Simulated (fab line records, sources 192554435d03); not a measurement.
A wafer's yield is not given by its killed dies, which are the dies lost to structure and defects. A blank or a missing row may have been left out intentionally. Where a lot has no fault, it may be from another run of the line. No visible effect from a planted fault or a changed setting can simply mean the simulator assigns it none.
Chamber matching | flow n5_finfet | rie_diel-03 running N5_BEOL_M1_ETCHBACK_99: 4 sister chambers
The step etches SiO2 in CHF3, target depth 5 nm, time 10.4 s. 16 wafers are shown with their chamber, then 8 later ones without.

## WAFERS PAIRED WITH THEIR CHAMBERS
wafer  | chamber | showerhead_plenum_p_Torr (Torr) | drypump_motor_current_A (A) | throttle_valve_pct (%)
L076.1 | 0       | 2.07                            | 5.2                         | 16.92
L076.3 | 2       | 2.15                            | 5.5                         | 17.20
L076.4 | 0       | 2.07                            | 5.2                         | 16.91
L079.1 | 3       | 2.30                            | 6.4                         | 16.70
L079.4 | 2       | 2.15                            | 5.5                         | 17.19
L079.6 | 3       | 2.30                            | 6.4                         | 16.68
L084.2 | 2       | 2.14                            | 5.5                         | 17.23
L084.4 | 0       | 2.06                            | 5.1                         | 16.94
L084.5 | 1       | 2.24                            | 6.1                         | 17.15
L086.1 | 3       | 2.29                            | 6.5                         | 16.72
L086.2 | 2       | 2.14                            | 5.5                         | 17.23
L086.3 | 1       | 2.24                            | 6.1                         | 17.15
L088.1 | 1       | 2.24                            | 6.1                         | 17.14
L088.4 | 2       | 2.14                            | 5.4                         | 17.22
L088.6 | 3       | 2.29                            | 6.4                         | 16.72
L094.1 | 3       | 2.29                            | 6.4                         | 16.76

SIGNATURES, as means of the wafers listed above
reading                  | chamber 0 | chamber 1 | chamber 2 | chamber 3 | scatter within a chamber
showerhead_plenum_p_Torr | 2.0667    | 2.2400    | 2.1440    | 2.2940    | 0.00506
drypump_motor_current_A  | 5.167     | 6.100     | 5.480     | 6.420     | 0.0435
throttle_valve_pct       | 16.9233   | 17.1467   | 17.2140   | 16.7160   | 0.0212
Rule: distance of a wafer from a chamber = root of the sum over the readings of ((wafer's reading minus chamber's mean) / reading's scatter) squared. If the next closest chamber is less than 2 further off than the closest, the wafer can't be placed; otherwise it belongs to the closest. How the scatter is found: for the shown wafers, subtract from each reading the mean of its chamber, square and add these, divide the total by (wafers less chambers), then take the root.

## WAFERS WHOSE CHAMBER IS MISSING
wafer  | showerhead_plenum_p_Torr (Torr) | drypump_motor_current_A (A) | throttle_valve_pct (%)
L094.3 | 2.23                            | 6.1                         | 17.17
L094.4 | 2.05                            | 5.1                         | 16.99
L096.3 | 2.13                            | 5.5                         | 17.26
L096.4 | 2.05                            | 5.1                         | 16.98
L096.5 | 2.05                            | 5.1                         | 16.99
L097.2 | 2.13                            | 5.4                         | 17.27
L097.3 | 2.23                            | 6.1                         | 17.18
L097.4 | 2.05                            | 5.1                         | 17.00

## EACH ONE'S CHAMBER
wafer  | from the rows above | in truth
L094.3 | 1                   | 1
L094.4 | 0                   | 0
L096.3 | 2                   | 2
L096.4 | 0                   | 0
L096.5 | 0                   | 0
L097.2 | 2                   | 2
L097.3 | 1                   | 1
L097.4 | 0                   | 0
8 of 8 placed correctly. Left unplaced by these rows: 0. Wrongly placed: 0.
